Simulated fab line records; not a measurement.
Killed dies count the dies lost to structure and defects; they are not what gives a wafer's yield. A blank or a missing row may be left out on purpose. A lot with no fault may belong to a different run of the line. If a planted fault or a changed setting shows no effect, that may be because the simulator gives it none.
Matching of chambers | flow n5Finfet | N5_BEOL_M1_DEP_57 on pecvd-03: 3 sister chambers
The step deposits SiCN from 3MS/NH3, target thk 8 nm, time 14 s. 6 wafers are shown with their chamber, then 8 later ones without.

## WAFERS PAIRED WITH THEIR CHAMBERS
wafer  | chamber | showerheadPlenumPTorr (Torr) | throttleValvePct (%)
L090.4 | 1       | 3.674                        | 8.9
L090.6 | 0       | 3.675                        | 8.9
L093.1 | 0       | 3.668                        | 9.0
L093.5 | 1       | 3.670                        | 8.8
L093.6 | 2       | 3.691                        | 8.1
L091.2 | 2       | 3.669                        | 8.0

## WAFERS WITH NO CHAMBER GIVEN
wafer  | showerheadPlenumPTorr (Torr) | throttleValvePct (%)
L091.4 | 3.677                        | 8.9
L091.6 | 3.682                        | 8.2
L095.2 | 3.686                        | 8.4
L095.3 | 3.662                        | 8.5
L095.4 | 3.679                        | 8.3
L092.4 | 3.675                        | 8.2
L092.5 | 3.663                        | 9.1
L092.6 | 3.665                        | 8.6

## CHAMBER TAKEN BY EACH
wafer  | from the rows above          | in truth
L091.4 | can't be placed: 1 or 0      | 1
L091.6 | 2                            | 2
L095.2 | can't be placed: 2 or 1      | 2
L095.3 | can't be placed: 1 or 0 or 2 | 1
L095.4 | 2                            | 2
L092.4 | 2                            | 2
L092.5 | can't be placed: 0 or 1      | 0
L092.6 | can't be placed: 1 or 0      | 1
Placed correctly: 3 of 8. These rows do not allow placing 5 (true chamber among the candidates in 5). Number placed wrongly: 0.
How it was worked out, from the rows above alone: a wafer's distance from a chamber is the root of the sum, over the readings, of the square of ((its reading less the chamber's mean) divided by the reading's scatter). If the next closest chamber is less than 2 further off than the closest, the wafer can't be placed; otherwise it belongs to the closest. The mean given for a chamber averages the wafers shown for that chamber. How the scatter is found: for the shown wafers, subtract from each reading the mean of its chamber, square and add these, divide the total by (wafers less chambers), then take the root.
